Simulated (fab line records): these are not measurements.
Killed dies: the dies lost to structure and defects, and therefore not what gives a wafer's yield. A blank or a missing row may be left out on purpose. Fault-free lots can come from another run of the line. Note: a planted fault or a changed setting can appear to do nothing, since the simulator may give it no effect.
Comparing a struck lot with a sound one ; flow nand_harc ; 14 out of 1302 route steps
Sound: the wafers L377.1, L377.4, L377.6. Struck: wafers L384.2, L384.4, L384.5. The cause is given at the end.
Per side, at each step with rows, come the tool, then ch with its chambers, and then its first start. Under that, the readings that differ: sound wafers ; struck wafers ; difference of the means ; sigmas: that difference in standard deviations of wafers without a fault.
alike: same words and numbers on both sides, and readings whose means sit less than 2 such deviations apart. not compared: any withheld reading, any reading some wafer has no value for, any bound like >300 that may hide the same value, and any number with overlapping values for which the record gives no deviation.
The two part at a step that has a row with sigmas, a row that says differs or no value, or rows on one side only. Non-overlapping numbers with no deviation appear without sigmas and do not part them. A reading missing from all wafers of one side parts the sides only when that side holds two or more wafers.

first, 1 step without rows for these wafers: NHARC_P_GATE_STRIP_96 (strips in SPM, time 900 s).
NHARC_P_GATE_RTA_64: time 1 s.
  sound on rtp_anneal-01 ch 0, day 9 17:11; struck on rtp_anneal-02 ch 0, day 12 21:55
reading;sound;struck;difference;sigmas
wafer_temp_C_max;1060.7 1056.0 1062.0;1055.5 1056.0 1054.5;-4.2;-2
  alike: lamp_power_pct
then, 1 step without rows for these wafers: NHARC_P_GATE_ETCH_77 (etches SiO2 in dHF, target depth 6 nm).
NHARC_P_GATE_DEGAS_109: time 60 s.
  sound on pvd_sputter-03, day 9 17:29; struck on pvd_sputter-01, day 12 22:11
  alike: heater_power_w
then, 5 steps without rows for these wafers: NHARC_P_GATE_PRE_CLEAN_110 (time 30 s); NHARC_P_GATE_SPUTTER_78 (material Ni, target thk 10 nm); NHARC_P_GATE_SPUTTER_79 (material TiN, target thk 10 nm); NHARC_P_GATE_RTA_80 (time 30 s); NHARC_P_GATE_STRIP_67 (strips in SPM, time 600 s).
NHARC_P_GATE_RTA_82: time 30 s.
  sound on rtp_anneal-01 ch 0, day 9 18:16; struck on rtp_anneal-02 ch 0, day 12 23:05
reading;sound;struck;difference;sigmas
lamp_power_pct (%);4.7 4.7 4.7;4.0 4.0 4.0;-0.7;-2
  alike: wafer_temp_C_max
NHARC_P_GATE_INSPECT_68:
  sound on defect_inspect-02, day 9 18:27; struck on defect_inspect-02, day 12 23:15
reading;sound;struck;difference;sigmas
raw_defect_count;176 203 105;247 287 519;+190;+3
NHARC_P_CONTACT_DEP_30: deposits SiNx, target thk 30 nm.
  sound on pecvd-02 ch 0,1,2, day 9 18:31; struck on pecvd-01 ch 0,1,2, day 12 23:19
  alike: heater_power_outer_w, heater_power_w
NHARC_P_CONTACT_DEP_00: deposits SiO2, target thk 500 nm.
  sound on pecvd-02 ch 0,1,2, day 9 18:45; struck on pecvd-01 ch 0,1,2, day 12 23:33
  no value came back on the struck wafers for chamber_pressure_Torr (Torr), heater_power_outer_w (W), heater_power_w (W), throttle_valve_pct (%); on the sound wafers chamber_pressure_Torr (Torr) reads 6.491 6.491 6.515
NHARC_P_CONTACT_CMP_01: polishes SiO2, target thk 200 nm.
  sound on cmp-04 ch 0,2,3, day 9 19:17; struck on cmp-02 ch 1,2, day 13 00:02
  alike: edge_zone_pressure_frac, motor_current_A

## WHERE THEY PART
Earliest at NHARC_P_GATE_RTA_64; latest, in this record, at NHARC_P_CONTACT_DEP_00. Later steps at which nothing parts them and some readings are alike: NHARC_P_CONTACT_CMP_01.

WHY: the cause the simulator had injected
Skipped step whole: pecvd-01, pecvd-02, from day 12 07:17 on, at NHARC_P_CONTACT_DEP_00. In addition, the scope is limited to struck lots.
